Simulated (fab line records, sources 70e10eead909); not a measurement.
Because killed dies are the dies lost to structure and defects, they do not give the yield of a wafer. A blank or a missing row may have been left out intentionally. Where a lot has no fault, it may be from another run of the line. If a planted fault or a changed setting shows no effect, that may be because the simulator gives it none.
Matching of chambers :: flow nandHarc :: cmp-02 running NHARC_A_M0_CMP_23: 4 sister chambers
The step polishes, t overpolish 20 s, target thk 113.75 nm. 8 wafers are shown with their chamber, then 11 later ones without.

== WAFERS WITH THEIR CHAMBER ==
wafer: L079.1
chamber: 0
motorCurrentA (A): 10.8
timeToEndpointS (s): 27

wafer: L085.2
chamber: 3
motorCurrentA (A): 11.1
timeToEndpointS (s): 30

wafer: L080.2
chamber: 2
motorCurrentA (A): 13.0
timeToEndpointS (s): 29

wafer: L080.3
chamber: 3
motorCurrentA (A): 11.5
timeToEndpointS (s): 31

wafer: L084.4
chamber: 0
motorCurrentA (A): 11.1
timeToEndpointS (s): 27

wafer: L084.5
chamber: 1
motorCurrentA (A): 11.5
timeToEndpointS (s): 31

wafer: L084.6
chamber: 2
motorCurrentA (A): 12.8
timeToEndpointS (s): 26

wafer: L087.1
chamber: 1
motorCurrentA (A): 10.9
timeToEndpointS (s): 26

== WAFERS MISSING THEIR CHAMBER ==
wafer: L087.4
motorCurrentA (A): 11.5
timeToEndpointS (s): 25

wafer: L087.5
motorCurrentA (A): 11.5
timeToEndpointS (s): 26

wafer: L090.1
motorCurrentA (A): 11.5
timeToEndpointS (s): 31

wafer: L090.5
motorCurrentA (A): 11.6
timeToEndpointS (s): 24

wafer: L090.6
motorCurrentA (A): 13.4
timeToEndpointS (s): 25

wafer: L097.3
motorCurrentA (A): 11.5
timeToEndpointS (s): 26

wafer: L097.5
motorCurrentA (A): 13.0
timeToEndpointS (s): 30

wafer: L097.6
motorCurrentA (A): 11.1
timeToEndpointS (s): 29

wafer: L096.1
motorCurrentA (A): 10.7
timeToEndpointS (s): 29

wafer: L096.3
motorCurrentA (A): 11.6
timeToEndpointS (s): 27

wafer: L096.4
motorCurrentA (A): 12.2
timeToEndpointS (s): 31

== CHAMBER TAKEN BY EACH ==
wafer: L087.4
from the rows above: can't be placed: 1 or 0 or 3
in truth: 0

wafer: L087.5
from the rows above: can't be placed: 1 or 0 or 3
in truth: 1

wafer: L090.1
from the rows above: can't be placed: 3 or 1 or 0
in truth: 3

wafer: L090.5
from the rows above: can't be placed: 1 or 0 or 3
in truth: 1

wafer: L090.6
from the rows above: 2
in truth: 2

wafer: L097.3
from the rows above: can't be placed: 1 or 0 or 3
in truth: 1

wafer: L097.5
from the rows above: 2
in truth: 2

wafer: L097.6
from the rows above: can't be placed: 1 or 3 or 0
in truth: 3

wafer: L096.1
from the rows above: can't be placed: 0 or 1 or 3
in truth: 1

wafer: L096.3
from the rows above: can't be placed: 1 or 3 or 0
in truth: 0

wafer: L096.4
from the rows above: can't be placed: 2 or 3 or 1 or 0
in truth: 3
Correctly placed: 2 of 11. Cannot be placed on the basis of these rows: 9; the candidates contain the true chamber in 9. 0 placed wrongly.
How it was worked out, from the rows above alone: a wafer's distance from a chamber is the root of the sum, over the readings, of the square of ((its reading less the chamber's mean) divided by the reading's scatter). The wafer belongs to the nearest chamber; if the next one is less than 2 further off, it can't be placed. Each chamber's mean is taken over the wafers shown for it. The scatter: the root of (the sum of the squares of (reading less its chamber's mean) over the shown wafers, divided by (wafers less chambers)).
